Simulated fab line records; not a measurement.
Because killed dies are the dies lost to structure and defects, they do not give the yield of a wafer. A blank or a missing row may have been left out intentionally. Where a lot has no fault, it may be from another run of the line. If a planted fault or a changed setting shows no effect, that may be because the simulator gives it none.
Problem report in the 8D (eight disciplines) form, filled by code || flow nand_harc || the parts of the form that need people (team, actions taken, sign-off) are left out

1. THE PROBLEM
Mean of cd_nm at NHARC_A_M0_CD_MEAS_09: 94.6 nm across 12 wafers in 4 lots; on wafers with no fault it is 80.0 nm (standard deviation 0.61). That puts it +24 standard deviations away from the usual mean.
The step: target cd 80 nm.
The first sign was on wafer L337.1 at day 20 22:56, on cd_sem-01. The record has a number at this step for 48 wafers belonging to 16 lots. Rule for "out" (also "out of limits"): further than 4 standard deviations from the usual mean. All remaining wafers that have a number are taken as sound.

2. WHAT IT IS AND WHAT IT IS NOT
{"question": "which readings at this step", "is": "cd_nm", "is not": "-"}
{"question": "which lots", "is": "L337, L339, L340, L341", "is not": "L325, L326, L327, L328, L332, L334, L336, L342, L344, L345, L346, L348"}
{"question": "which wafers of those lots", "is": "all that have a number", "is not": "-"}
{"question": "read on which gauges", "is": "cd_sem-01, cd_sem-02", "is not": "cd_sem-03"}
{"question": "when", "is": "from day 20 22:56", "is not": "up to then (21 sound wafers); but 15 sound wafers of L342, L344, L345, L346, L348 came after"}

3. SUSPECTS, AND WHAT RULES EACH OUT
Counting: a tool at any process step up to the reading remains a suspect when it ran all the lots that are out and ran no sound lot after the first of those.
- the gauge at NHARC_A_M0_CD_MEAS_09 is ruled out. 2 gauges (cd_sem-01, cd_sem-02) read the wafers that are out.
- arfi_scanner-03 at NHARC_A_M0_EXPOSE_06 (exposes mask A M0, target cd 80 nm): kept. It processed each lot that is out, first L337 at day 20 22:48, and no sound lot thereafter; up to then, the last sound lot it processed was L336 at day 20 04:34. On those wafers its own readings are out: exposure_dose_mJ_cm2.
Left after counting: arfi_scanner-03 at NHARC_A_M0_EXPOSE_06.

4. THE CAUSE (what the simulator had put in)
Process parameters drifting: arfi_scanner-03 at NHARC_A_M0_EXPOSE_06, beginning at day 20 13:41. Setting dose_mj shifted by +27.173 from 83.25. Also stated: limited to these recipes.
The count eliminated every tool but this one.

5. SEQUENCE OF EFFECTS, ordered by route
Rows list readings where the struck wafers' mean (over those with a number) sits beyond 3 standard deviations from the usual. Readings are gone through only where the record gives a usual standard deviation; hours: the median, over the lots, of the time from a lot's start at the first step in this table giving one to that lot's start at this step; sigmas: the change measured in usual standard deviations.
{"hours": 0, "step": "NHARC_A_M0_EXPOSE_06", "reading": "exposure_dose_mJ_cm2", "usual": 83.27, "on struck wafers": 104.18, "change": "+20.91", "sigmas": "+99 or more"}
{"hours": 0, "step": "NHARC_A_M0_CD_MEAS_09", "reading": "cd_nm", "usual": "80.0 nm", "on struck wafers": 94.6, "change": "+14.6", "sigmas": "+24"}
Process steps it contains:
- NHARC_A_M0_EXPOSE_06: exposes mask A M0, target cd 80 nm.

6. WHAT WOULD HAVE CAUGHT IT SOONER
Counted from the fault's start at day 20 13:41, it took 9 hours until the first out-of-limits reading at a measuring or inspecting step in this record, taken at day 20 22:56.
Tool's own readings at NHARC_A_M0_EXPOSE_06, exposure_dose_mJ_cm2: out on all struck wafers the step has rows for; an alarm limit on them would have tripped on the first.
Among the 4 lots that are out, L340, L339, L341 began NHARC_A_M0_EXPOSE_06 on arfi_scanner-03 after day 20 22:56. A hold on the tool at that time would have spared those 3.
